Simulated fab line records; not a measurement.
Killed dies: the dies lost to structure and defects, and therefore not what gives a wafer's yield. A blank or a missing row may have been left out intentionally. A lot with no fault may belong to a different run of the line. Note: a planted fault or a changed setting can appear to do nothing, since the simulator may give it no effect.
Matching of chambers / flow nand-harc / NHARC_A_STAIRCASE_DEP_417 on pecvd-02: 3 sister chambers
The step deposits Si3N4, target thk 60 nm. 3 wafers are shown with their chamber, then 10 later ones without.

== WAFERS PAIRED WITH THEIR CHAMBERS ==
wafer=L085.5; chamber=0; heater-power-w (W)=599
wafer=L087.6; chamber=1; heater-power-w (W)=746
wafer=L088.4; chamber=2; heater-power-w (W)=667

== WAFERS WITHOUT THEIR CHAMBER ==
wafer=L088.5; heater-power-w (W)=740
wafer=L089.1; heater-power-w (W)=732
wafer=L089.3; heater-power-w (W)=608
wafer=L089.6; heater-power-w (W)=615
wafer=L093.3; heater-power-w (W)=673
wafer=L093.4; heater-power-w (W)=717
wafer=L093.5; heater-power-w (W)=689
wafer=L097.3; heater-power-w (W)=643
wafer=L097.4; heater-power-w (W)=666
wafer=L097.6; heater-power-w (W)=603

== EACH ONE'S CHAMBER ==
wafer=L088.5; from the rows above=1; in truth=1
wafer=L089.1; from the rows above=1; in truth=1
wafer=L089.3; from the rows above=0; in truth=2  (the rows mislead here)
wafer=L089.6; from the rows above=0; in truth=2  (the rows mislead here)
wafer=L093.3; from the rows above=2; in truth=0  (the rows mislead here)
wafer=L093.4; from the rows above=can't be placed: 1 or 2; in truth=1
wafer=L093.5; from the rows above=2; in truth=2
wafer=L097.3; from the rows above=can't be placed: 2 or 0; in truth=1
wafer=L097.4; from the rows above=2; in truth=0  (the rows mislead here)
wafer=L097.6; from the rows above=0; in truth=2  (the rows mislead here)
Correct placement for 3 of the 10. Unplaceable from these rows: 2, with the true chamber sitting among the candidates in 1. Wrongly placed: 5.
How it was worked out, from the rows above alone: a wafer's distance from a chamber is the root of the sum, over the readings, of the square of ((its reading less the chamber's mean) divided by the reading's scatter). If the next closest chamber is less than 2 further off than the closest, the wafer can't be placed; otherwise it belongs to the closest. Each chamber's mean is taken over the wafers shown for it. The scatter: root of mean squared gap, hidden wafer to nearest shown wafer, with one shown wafer a chamber.
